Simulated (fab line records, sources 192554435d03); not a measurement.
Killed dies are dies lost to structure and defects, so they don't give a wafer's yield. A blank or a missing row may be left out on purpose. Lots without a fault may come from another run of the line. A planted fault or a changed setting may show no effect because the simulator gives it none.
Chamber matching | flow n5_finfet | N5_BEOL_M10_STRIP_67 on rie_diel-02: 4 sister chambers
The step strips in CF4. 8 wafers are shown with their chamber, then 12 later ones without.

WAFERS WITH THEIR CHAMBER
wafer  | chamber | showerhead_plenum_p_Torr (Torr) | oes_product_au (a.u.)
L084.1 | 0       | 1.78                            | 0.70
L084.6 | 1       | 1.70                            | 0.70
L086.2 | 3       | 1.76                            | 0.86
L086.3 | 1       | 1.69                            | 0.70
L086.4 | 2       | 1.81                            | 0.77
L090.1 | 0       | 1.78                            | 0.69
L090.3 | 3       | 1.76                            | 0.85
L090.6 | 2       | 1.81                            | 0.76

WAFERS WITHOUT THEIR CHAMBER
wafer  | showerhead_plenum_p_Torr (Torr) | oes_product_au (a.u.)
L088.1 | 1.69                            | 0.69
L088.4 | 1.76                            | 0.84
L088.5 | 1.78                            | 0.69
L093.1 | 1.81                            | 0.75
L093.3 | 1.69                            | 0.69
L093.4 | 1.81                            | 0.75
L095.2 | 1.78                            | 0.97
L095.5 | 1.75                            | 0.82
L095.6 | 1.78                            | 0.97
L097.2 | 1.80                            | 0.74
L097.3 | 1.78                            | 0.97
L097.5 | 1.80                            | 0.74

WHICH CHAMBER EACH WENT THROUGH
wafer  | from the rows above | in truth
L088.1 | 1                   | 1
L088.4 | 3                   | 3
L088.5 | 0                   | 0
L093.1 | 2                   | 2
L093.3 | 1                   | 1
L093.4 | 2                   | 2
L095.2 | 3                   | 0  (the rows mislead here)
L095.5 | 3                   | 3
L095.6 | 3                   | 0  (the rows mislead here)
L097.2 | 2                   | 2
L097.3 | 3                   | 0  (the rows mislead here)
L097.5 | 2                   | 2
Placed correctly: 9 of 12. Can't be placed from these rows: 0. Placed wrongly: 3.
How it was worked out, from the rows above alone: a wafer's distance from a chamber is the root of the sum, over the readings, of the square of ((its reading less the chamber's mean) divided by the reading's scatter). The wafer belongs to the nearest chamber; if the next one is less than 2 further off, it can't be placed. A chamber's mean is the mean of its shown wafers. The scatter: the root of (the sum of the squares of (reading less its chamber's mean) over the shown wafers, divided by (wafers less chambers)).
